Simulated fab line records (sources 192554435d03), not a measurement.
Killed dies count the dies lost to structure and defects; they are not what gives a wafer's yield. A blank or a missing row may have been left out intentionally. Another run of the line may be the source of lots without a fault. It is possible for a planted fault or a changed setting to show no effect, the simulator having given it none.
Chamber matching    flow n5_finfet    3 sister chambers for N5_BEOL_M2_PECVD_72 on pecvd-01
The step deposits SiO2 from TEOS/O2, target thk 16 nm, time 18 s. 6 wafers are shown with their chamber, then 11 later ones without.

== WAFERS PAIRED WITH THEIR CHAMBERS ==
wafer   chamber  throttle_valve_pct (%)  showerhead_plenum_p_Torr (Torr)
L083.5  0        21.3                    8.67
L083.6  2        23.6                    8.79
L088.3  0        21.4                    8.67
L088.4  2        23.5                    8.79
L088.6  1        22.7                    8.78
L089.4  1        22.4                    8.74

== WAFERS WITHOUT THEIR CHAMBER ==
wafer   throttle_valve_pct (%)  showerhead_plenum_p_Torr (Torr)
L089.5  23.5                    8.78
L089.6  21.3                    8.65
L092.1  21.5                    8.68
L092.2  22.6                    8.76
L092.3  23.7                    8.78
L096.2  23.6                    8.79
L096.3  21.5                    8.69
L096.4  21.4                    8.68
L097.1  21.5                    8.66
L097.3  23.8                    8.80
L097.6  21.4                    8.68

== THE CHAMBER EACH PASSED THROUGH ==
wafer   from the rows above  in truth
L089.5  2                    2
L089.6  0                    0
L092.1  0                    0
L092.2  1                    1
L092.3  2                    2
L096.2  2                    2
L096.3  0                    0
L096.4  0                    0
L097.1  0                    0
L097.3  2                    2
L097.6  0                    0
Correctly placed: 11 of 11. Not placeable from these rows: 0. Wrongly placed: 0.
How it was worked out, from the rows above alone: a wafer's distance from a chamber is the root of the sum, over the readings, of the square of ((its reading less the chamber's mean) divided by the reading's scatter). If the next closest chamber is less than 2 further off than the closest, the wafer can't be placed; otherwise it belongs to the closest. For every chamber, the mean is computed from those of its wafers that are shown. How the scatter is found: for the shown wafers, subtract from each reading the mean of its chamber, square and add these, divide the total by (wafers less chambers), then take the root.
